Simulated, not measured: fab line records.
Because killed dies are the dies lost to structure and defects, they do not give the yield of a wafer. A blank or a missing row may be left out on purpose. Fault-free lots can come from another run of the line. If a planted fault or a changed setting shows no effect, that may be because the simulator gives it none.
Which tool was responsible? ; flow nand harc ; 72 wafers from 24 lots sampled at 6 of the route's 1159 steps

WHAT EACH GAUGE READ, for each wafer
NHARC_A_BLC_INSPECT_28. Usual: raw defect count at 413, with a standard deviation of 100.
lot;measured;on;raw defect count;flag
L074;day 17 06:46;defect inspect-02;433 797 546;
L077;day 17 15:17;defect inspect-02;314 259 293;
L076;day 17 18:26;defect inspect-01;420 326 406;
L079;day 17 19:55;defect inspect-02;334 370 438;
L075;day 18 01:01;defect inspect-01;389 387 428;
L078;day 18 07:48;defect inspect-02;390 235 261;
L080;day 19 09:50;defect inspect-02;431 424 602;
L081;day 19 10:16;defect inspect-01;363 377 479;
L083;day 19 17:08;defect inspect-01;572 398 492;
L082;day 19 18:06;defect inspect-02;413 520 420;
L084;day 20 03:30;defect inspect-02;371 329 380;
L085;day 20 03:43;defect inspect-01;341 310 353;
L087;day 20 21:28;defect inspect-02;368 488 523;
L086;day 20 21:54;defect inspect-02;495 482 504;
L092;day 21 15:20;defect inspect-01;450 462 396;
L091;day 21 15:36;defect inspect-01;275 419 456;
L089;day 21 21:44;defect inspect-02;309 386 328;
L088;day 22 01:46;defect inspect-01;384 468 515;
L093;day 22 02:12;defect inspect-02;401 697 488;
L090;day 22 04:30;defect inspect-02;384 419 393;
L094;day 22 15:53;defect inspect-01;386 438 695;
L095;day 22 16:20;defect inspect-02;280 309 319;
L096;day 23 04:00;defect inspect-02;368 547 560;
L097;day 23 15:11;defect inspect-02;403 440 277;

NHARC_A_M1_CD_MEAS_09: target cd 120 nm. Usual: cd nm at 120.0 nm, with a standard deviation of 0.47.
lot;measured;on;cd nm (nm);flag
L074;day 17 11:49;cd sem-01;119.8 120.5 120.3;
L077;day 17 19:58;cd sem-01;120.0 120.2 120.4;
L076;day 17 23:35;cd sem-03;120.5 120.3 120.5;
L079;day 18 01:03;cd sem-02;119.3 120.5 119.9;
L075;day 18 06:27;cd sem-03;119.9 120.0 119.2;
L078;day 18 12:50;cd sem-01;119.6 120.1 120.0;
L080;day 19 14:58;cd sem-02;119.9 120.7 120.2;
L081;day 19 15:34;cd sem-02;119.4 120.1 119.9;
L083;day 19 22:23;cd sem-02;120.6 120.9 120.4;
L082;day 19 23:06;cd sem-01;119.9 119.9 120.2;
L084;day 20 08:26;cd sem-03;119.9 120.5 120.0;
L085;day 20 09:05;cd sem-01;119.6 119.3 119.1;
L087;day 21 02:27;cd sem-02;119.9 120.0 120.6;
L086;day 21 03:07;cd sem-02;120.2 120.0 120.1;
L092;day 21 20:04;cd sem-02;120.2 119.9 120.1;
L091;day 21 20:36;cd sem-02;120.1 120.1 120.1;
L089;day 22 02:50;cd sem-01;120.2 121.1 120.7;
L088;day 22 06:38;cd sem-03;120.4 119.5 120.4;
L093;day 22 07:25;cd sem-03;120.6 120.0 120.1;
L090;day 22 09:48;cd sem-01;118.8 119.9 119.2;
L094;day 22 20:58;cd sem-03;120.3 119.5 120.2;
L095;day 22 21:32;cd sem-01;120.5 120.1 119.7;
L096;day 23 09:00;cd sem-02;118.9 119.8 119.1;
L097;day 23 20:10;cd sem-03;120.8 119.8 119.9;

NHARC_THIN_TSV_THK_MEAS_02: measures by ir. Usual: thk nm at 2992 nm, with a standard deviation of 220.
lot;measured;on;thk nm (nm);flag
L074;day 18 09:58;film metro-02;3016 2708 2874;
L077;day 18 15:52;film metro-01;2746 3002 2876;
L076;day 18 17:04;film metro-02;3214 3258 3016;
L079;day 18 20:05;film metro-01;3287 3320 3149;
L075;day 19 02:02;film metro-02;2739 3331 2947;
L078;day 19 09:51;film metro-01;3037 3403 2809;
L080;day 20 11:04;film metro-01;2637 2563 2568;
L081;day 20 09:51;film metro-01;2921 2814 2885;
L083;day 20 18:56;film metro-02;2597 3115 2880;
L082;day 20 17:44;film metro-02;3013 3061 3157;
L084;day 21 05:09;film metro-02;2938 3500 3084;
L085;day 21 03:56;film metro-01;3323 2932 2966;
L087;day 21 21:24;film metro-01;2663 2751 2726;
L086;day 21 22:35;film metro-01;3175 3127 2950;
L092;day 22 16:38;film metro-01;3002 3091 3357;
L091;day 22 15:27;film metro-01;2512 2959 3058;
L089;day 22 21:55;film metro-02;2877 2550 2998;
L088;day 23 05:52;film metro-01;3087 2546 3077;
L093;day 23 04:40;film metro-01;3111 3114 3051;
L090;day 23 03:28;film metro-01;3066 2789 2913;
L094;day 23 15:49;film metro-02;2758 2884 2895;
L095;day 23 17:00;film metro-02;3168 3145 3228;
L096;day 24 04:22;film metro-01;3007 3171 2850;
L097;day 24 15:15;film metro-02;3284 3296 2950;

TOOL THAT RAN EACH LOT (tool first, then ch and the chambers of the sampled wafers, then the start)
lot;NHARC_A_CONTACT_ETCH_30;NHARC_A_CONTACT_ETCH_138;NHARC_A_M0_PRE_CLEAN_29
L074;rie diel-04 ch 0,2,3, day 16 18:53 or earlier;har cap etch-03 ch 0,1, day 16 18:53;pvd sputter-01, day 17 11:49 or earlier
L077;rie diel-04 ch 0,3, day 17 07:53 or earlier;har cap etch-03 ch 0,1, day 17 07:53;pvd sputter-01, day 17 19:58 or earlier
L076;rie diel-01 ch 0,1,3, day 17 08:31 or earlier;har cap etch-01 ch 0,1, day 17 08:31;pvd sputter-02, day 17 23:35 or earlier
L079;rie diel-01 ch 0,1,2, day 17 12:44 or earlier;har cap etch-02 ch 0,1, day 17 12:44;pvd sputter-03, day 18 01:03 or earlier
L075;rie diel-01 ch 2,3, day 17 14:28 or earlier;har cap etch-01 ch 0,1, day 17 14:28;pvd sputter-02, day 18 06:27 or earlier
L078;rie diel-01 ch 0,1,3, day 17 18:13 or earlier;har cap etch-03 ch 0,1, day 17 18:13;pvd sputter-02, day 18 12:50 or earlier
L080;rie diel-03 ch 1,2,3, day 18 22:08 or earlier;har cap etch-01 ch 0,1, day 18 22:08;pvd sputter-03, day 19 14:58 or earlier
L081;rie diel-04 ch 1,2, day 19 01:01 or earlier;har cap etch-01 ch 0,1, day 19 01:01;pvd sputter-01, day 19 15:34 or earlier
L083;rie diel-01 ch 1,3, day 19 07:33 or earlier;har cap etch-02 ch 0,1, day 19 07:33;pvd sputter-02, day 19 22:23 or earlier
L082;rie diel-01 ch 0,1,2, day 19 09:19 or earlier;har cap etch-01 ch 0,1, day 19 09:19;pvd sputter-02, day 19 23:06 or earlier
L084;rie diel-01 ch 0,1,2, day 19 13:04 or earlier;har cap etch-02 ch 0,1, day 19 13:04;pvd sputter-02, day 20 08:26 or earlier
L085;rie diel-04 ch 0,3, day 19 16:00 or earlier;har cap etch-01 ch 0, day 19 16:00;pvd sputter-02, day 20 09:05 or earlier
L087;rie diel-03 ch 0,1,2, day 20 07:43 or earlier;har cap etch-03 ch 0,1, day 20 07:43;pvd sputter-02, day 21 02:27 or earlier
L086;rie diel-04 ch 0,3, day 20 08:50 or earlier;har cap etch-02 ch 0,1, day 20 08:50;pvd sputter-03, day 21 03:07 or earlier
L092;rie diel-01 ch 1,2,3, day 20 21:14 or earlier;har cap etch-01 ch 0,1, day 20 21:14;pvd sputter-03, day 21 20:04 or earlier
L091;rie diel-01 ch 1,2,3, day 20 23:33 or earlier;har cap etch-01 ch 0,1, day 20 23:33;pvd sputter-01, day 21 20:36 or earlier
L089;rie diel-01 ch 0,1,3, day 21 06:24 or earlier;har cap etch-02 ch 0,1, day 21 06:24;pvd sputter-03, day 22 02:50 or earlier
L088;rie diel-01 ch 0,2,3, day 21 12:18 or earlier;har cap etch-01 ch 0,1, day 21 12:18;pvd sputter-01, day 22 06:38 or earlier
L093;rie diel-03 ch 1,2,3, day 21 13:33 or earlier;har cap etch-03 ch 0,1, day 21 13:33;pvd sputter-03, day 22 07:25 or earlier
L090;rie diel-03 ch 2,3, day 21 17:30 or earlier;har cap etch-03 ch 0,1, day 21 17:30;pvd sputter-01, day 22 09:48 or earlier
L094;rie diel-01 ch 1,2,3, day 22 03:26 or earlier;har cap etch-02 ch 0,1, day 22 03:26;pvd sputter-02, day 22 20:58 or earlier
L095;rie diel-03 ch 0,2,3, day 22 05:47 or earlier;har cap etch-01 ch 0,1, day 22 05:47;pvd sputter-02, day 22 21:32 or earlier
L096;rie diel-04 ch 1,2,3, day 22 20:00 or earlier;har cap etch-01 ch 0,1, day 22 20:00;pvd sputter-03, day 23 09:00 or earlier
L097;rie diel-01 ch 0,1,3, day 23 01:11 or earlier;har cap etch-03 ch 0,1, day 23 01:11;pvd sputter-02, day 23 20:10 or earlier
- NHARC_A_CONTACT_ETCH_30: etches the open film in CF4/CHF3, target depth 60.5 nm, time 30.2 s.
- NHARC_A_CONTACT_ETCH_138: etches the open film in C4F8/O2/Ar, time 132 s, target depth 1289 nm.
- NHARC_A_M0_PRE_CLEAN_29: time 30 s.

WHAT THE TOOLS THEMSELVES READ (means of the sampled wafers that have a number; where no wafer has one, the mark that the record gives instead)
NHARC_A_CONTACT_ETCH_30. Usual: drypump motor current A 5.8 A, standard deviation 0.42; oes product au 0.926 a.u., standard deviation 0.011; rf vpp V 371.0 V, standard deviation 2.6; showerhead plenum p Torr 1.59 Torr, standard deviation 0.071; throttle valve pct 16.802 %, standard deviation 0.0097.
lot;tool;drypump motor current A (A);oes product au (a.u.);rf vpp V (V);showerhead plenum p Torr (Torr);throttle valve pct (%);flag
L074;rie diel-04;5.9;0.931;370.2;1.57;16.811;
L077;rie diel-04;6.0;0.923;372.4;1.63;16.804;
L076;rie diel-01;5.5;0.925;372.0;1.63;16.807;
L079;rie diel-01;5.5;0.928;370.3;1.57;16.795;
L075;rie diel-01;5.6;0.916;371.1;1.59;16.799;
L078;rie diel-01;5.5;0.958;372.3;1.63;16.808;
L080;rie diel-03;6.5;0.931;370.1;1.55;16.809;
L081;rie diel-04;5.8;0.934;368.4;1.53;16.793;
L083;rie diel-01;5.7;0.920;372.6;1.63;16.796;
L082;rie diel-01;5.5;0.925;370.7;1.57;16.807;
L084;rie diel-01;5.5;0.925;370.7;1.57;16.802;
L085;rie diel-04;6.0;0.922;372.1;1.62;16.806;
L087;rie diel-03;6.1;0.925;370.5;1.57;16.801;
L086;rie diel-04;6.0;0.933;371.7;1.60;16.805;
L092;rie diel-01;5.6;0.926;370.6;1.58;16.795;
L091;rie diel-01;5.6;0.927;371.5;1.58;16.809;
L089;rie diel-01;5.5;0.913;372.2;1.62;16.804;
L088;rie diel-01;5.5;0.911;370.0;1.57;16.799;
L093;rie diel-03;6.5;0.924;370.3;1.55;16.795;
L090;rie diel-03;6.6;0.931;370.2;1.57;16.791;
L094;rie diel-01;5.6;0.930;370.5;1.58;16.801;
L095;rie diel-03;6.1;0.926;372.1;1.62;16.810;
L096;rie diel-04;5.9;0.923;373.6;1.67;16.800;
L097;rie diel-01;5.5;0.925;372.6;1.62;16.802;

NHARC_A_M0_PRE_CLEAN_29. Usual: heater power w at 411 W, with a standard deviation of 30.
lot;tool;heater power w (W);flag
L074;pvd sputter-01;420;
L077;pvd sputter-01;404;
L076;pvd sputter-02;419;
L079;pvd sputter-03;390;
L075;pvd sputter-02;386;
L078;pvd sputter-02;445;
L080;pvd sputter-03;399;
L081;pvd sputter-01;415;
L083;pvd sputter-02;425;
L082;pvd sputter-02;426;
L084;pvd sputter-02;423;
L085;pvd sputter-02;404;
L087;pvd sputter-02;408;
L086;pvd sputter-03;415;
L092;pvd sputter-03;408;
L091;pvd sputter-01;421;
L089;pvd sputter-03;422;
L088;pvd sputter-01;421;
L093;pvd sputter-03;405;
L090;pvd sputter-01;414;
L094;pvd sputter-02;406;
L095;pvd sputter-02;409;
L096;pvd sputter-03;405;
L097;pvd sputter-02;426;

THE ANSWER, worked out from the rows above alone
Rule: a lot is off if the mean of its wafers that have a number lies more than 3 standard deviations from the usual mean. A lot without any number at a reading at which 4 lots or more have one is off too. The other lots that the step has rows for count as sound. First the gauges in route order, then the tools' own readings, where a lot's mean is used as printed above. The first step at which some lot is off is used, and at that step the reading that is off furthest; a lot without a number counts as furthest.
No lot is off at any reading shown: from this, nothing can be told.

WHAT THE SIMULATOR PUT IN
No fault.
